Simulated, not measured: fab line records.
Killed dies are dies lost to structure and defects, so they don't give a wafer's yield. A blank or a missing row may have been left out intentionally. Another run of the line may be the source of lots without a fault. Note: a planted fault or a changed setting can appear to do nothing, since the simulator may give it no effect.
Comparing a struck lot with a sound one ; flow n5Finfet ; 14 steps out of a route of 1938
Sound: these wafers, L821.2, L821.4, L821.6. Struck: wafer L812.3 (left out: L812.2, a lot-mate that was not struck); the cause follows at the end.
Order at every step that has rows: each side's tool, ch and its chambers, its first start. Under that, the readings that differ: sound wafers ; struck wafers ; difference of the means ; sigmas: that difference in standard deviations of wafers without a fault.
alike: a reading whose means differ by less than 2 such deviations, as well as words and numbers matching on both sides. not compared: withheld readings; readings where some wafer has no value; bounds like >300 that might hide an equal value; numbers whose values overlap and for which the record gives no deviation.
A row with sigmas, a row that says differs or no value, or rows on one side alone: a step with any of these is where the two part. When numbers do not overlap yet have no deviation, they are printed without sigmas and do not part them. A reading missing from all wafers of one side parts the sides only when that side holds two or more wafers.

N5_BEOL_M0_SPUTTER_132: material Cu, target thk 4 nm, time 7.37 s.
  sound on pvdSputter-01, day 11 15:32; struck on pvdSputter-02, day 9 11:12
  alike: chuckSensorTempC, throttleValvePct
N5_BEOL_M0_ANNEAL_133: time 60 s.
  sound on pvdSputter-01, day 11 15:37; struck on pvdSputter-02, day 9 11:17
  alike: heaterPowerW, susceptor_temp_C_max
then, 5 steps without rows for these wafers: N5_BEOL_M0_SPUTTER_134 (material Cu, target thk 4 nm, time 7.37 s); N5_BEOL_M0_ANNEAL_135 (time 60 s); N5_BEOL_M0_SPUTTER_141 (material Cu, target thk 4 nm, time 7.37 s); N5_BEOL_M0_ECD_118 (material Cu, target thk 300 nm); N5_BEOL_M0_ANNEAL_119 (time 90 s).
N5_BEOL_M0_CMP_120: polishes, stops on SiOC, t overpolish 6.9 s.
  sound on cmp-01 ch 0,3, day 11 16:19; struck on cmp-01 ch 2, day 9 12:02
  alike: barrierFieldEndpointS, motorCurrentA, overpolishRunS, timeToEndpointS
N5_BEOL_M0_PRE_CLEAN_131: time 15 s.
  sound on cvdCo-02 ch 0,1, day 11 16:36; struck on cvdCo-01 ch 1, day 9 12:20
  alike: heaterPowerW
N5_BEOL_M0_CO_CAP_123: material Co, precursor CCTBA/H2, target thk 2 nm, time 102.1 s.
  sound on cvdCo-02 ch 0,1, day 11 16:38; struck on cvdCo-01 ch 1, day 9 12:22
  alike: heaterPowerW
then, 1 step without rows for these wafers: N5_BEOL_M0_PRE_CLEAN_124 (time 15 s).
N5_BEOL_M0_DEP_125: deposits SiCN from 3MS/NH3, target thk 8 nm, time 14 s.
  sound on pecvd-03 ch 1,2, day 11 16:46; struck on pecvd-02 ch 1, day 9 12:30
reading;sound;struck;difference;sigmas
throttleValvePct (%);8.4 9.1 8.6;9.9;+1.2;+2
model.SiCN_of_BEOL_M0_DEP_125.thkNm (nm);8 8 8.2;7.6;-0.5;
  alike: showerheadPlenumPTorr
N5_BEOL_M0_RS_MEAS_126: the measuring method here is four-point-probe.
  sound on filmMetro-01, day 11 16:50; struck on filmMetro-01, day 9 12:35
  alike: M0_RS
-- a jump in the record: the struck wafers' starts before and after are 2 days apart (it breaks off in module BEOL_M0 and resumes in module BEOL_M4, where the first step shown is number 1111 of the route) --
N5_BEOL_M4_RC_MEAS_101:
  sound on prober-02 ch 0, day 13 07:53; struck on prober-01 ch 0, day 11 22:07
reading;sound;struck;difference;sigmas
IOFF_P (nA/um);0.274 0.229 0.190;0.171;-0.060;-2
VT_P (mV);-245 -246 -251;-254;-7;-2
  alike: DIBL_N, DIBL_P, IOFF_N, ION_N, ION_P, SS_N, SS_P, VT_N

## WHERE THEY PART
Last at N5_BEOL_M4_RC_MEAS_101 as far as this record goes, first at N5_BEOL_M0_DEP_125.

WHY: what the simulator had put in
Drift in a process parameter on pecvd-02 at N5_BEOL_M0_DEP_125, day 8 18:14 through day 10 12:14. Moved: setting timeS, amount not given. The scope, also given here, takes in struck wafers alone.
